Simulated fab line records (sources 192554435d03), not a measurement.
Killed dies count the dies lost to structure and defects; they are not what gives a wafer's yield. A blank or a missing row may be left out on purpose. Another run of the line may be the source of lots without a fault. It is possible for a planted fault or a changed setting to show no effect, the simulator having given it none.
A lot that was struck, set against a sound lot    flow n5 finfet    14 out of 1938 route steps
Sound: these wafers, L238.2, L238.3, L238.6. Struck: wafer L231.5. (L231.4 of the same lot was not struck and is left out.) The cause comes at the end.
Per side, at each step with rows, come the tool, then ch with its chambers, and then its first start. Under that, the readings that differ: sound wafers    struck wafers    difference of the means    sigmas: that difference in standard deviations of wafers without a fault.
alike: same words and numbers on both sides, and readings whose means sit less than 2 such deviations apart. not compared: any withheld reading, any reading some wafer has no value for, any bound like >300 that may hide the same value, and any number with overlapping values for which the record gives no deviation.
A row with sigmas, a row that says differs or no value, or rows on one side alone: a step with any of these is where the two part. Numbers that have no deviation but don't overlap get no sigmas and don't part them. A reading that every wafer of one side lacks parts them only if that side has two wafers or more.

N5_BEOL_M5_STRIP_91: strips in N2/H2, time 10 s.
  sound: rie diel-02 ch 0,2,3; struck: rie diel-03 ch 1
  alike: drypump motor current A, oes product au, rf vpp V, showerhead plenum p Torr, throttle valve pct
  not compared: rf hours counter h
N5_BEOL_M5_OCD_MEAS_38:
  struck on ocd-01, day 9 14:37; sound on ocd-01, day 11 03:41
  alike: trench depth nm
then, 4 steps without rows for these wafers: N5_BEOL_M5_HM_STRIP_39 (strips TiN in peroxide tin strip, target depth 25 nm, time 158 s); N5_BEOL_M5_SRD_40 (time 30 s); N5_BEOL_M5_PRECLEAN_42 (cleans in residue remover, time 60 s); N5_BEOL_M5_SRD_43 (time 30 s).
N5_BEOL_M5_CD_MEAS_35: target cd 28 nm, target cd y 24 nm.
  struck on cd sem-01, day 9 14:46; sound on cd sem-01, day 11 03:50
  alike: cd nm
then, 1 step without rows for these wafers: N5_BEOL_M5_CURE_80 (cures SiCOH lowk, time 120 s).
N5_BEOL_M5_DEGAS_44: time 60 s.
  struck on pvd sputter-02, day 9 16:19; sound on pvd sputter-02, day 11 04:44
  alike: heater power w
N5_BEOL_M5_PRE_CLEAN_45: time 30 s.
  struck on pvd sputter-02, day 9 16:21; sound on pvd sputter-02, day 11 04:46
  alike: heater power w
N5_BEOL_M5_ALD_86: deposits TaN, pulse time 2 s, purge time 3 s, co reactant purge time 2 s.
  sound on ald metal-02 ch 1,2,3, day 11 04:51; struck on ald metal-01 ch 2, day 9 16:25
reading             sound        struck  difference  sigmas
heater power w (W)  454 360 366  514     +121        +2
  alike: precursor vessel pressure torr
then, 1 step without rows for these wafers: N5_BEOL_M5_SURFACE_TREAT_87.
N5_BEOL_M5_CVD_47: deposits Co from CCTBA/H2, target thk 3 nm, time 216 s.
  sound on cvd co-01 ch 1,2, day 11 05:11; struck on cvd co-02 ch 1, day 9 16:47
reading           sound              struck  difference  sigmas
run length s (s)  239.0 238.8 238.4  358.4   +119.7      +99 or more
N5_BEOL_M5_SPUTTER_48: material Cu, target thk 15 nm, time 27.62 s.
  struck on pvd sputter-03, day 9 16:55; sound on pvd sputter-02, day 11 05:25
  alike: substrate temp c, throttle valve pct

WHERE THEY PART
Earliest at N5_BEOL_M5_ALD_86; latest, in this record, at N5_BEOL_M5_CVD_47. Later steps at which nothing parts them and some readings are alike: N5_BEOL_M5_SPUTTER_48.

WHY: the cause the simulator had injected
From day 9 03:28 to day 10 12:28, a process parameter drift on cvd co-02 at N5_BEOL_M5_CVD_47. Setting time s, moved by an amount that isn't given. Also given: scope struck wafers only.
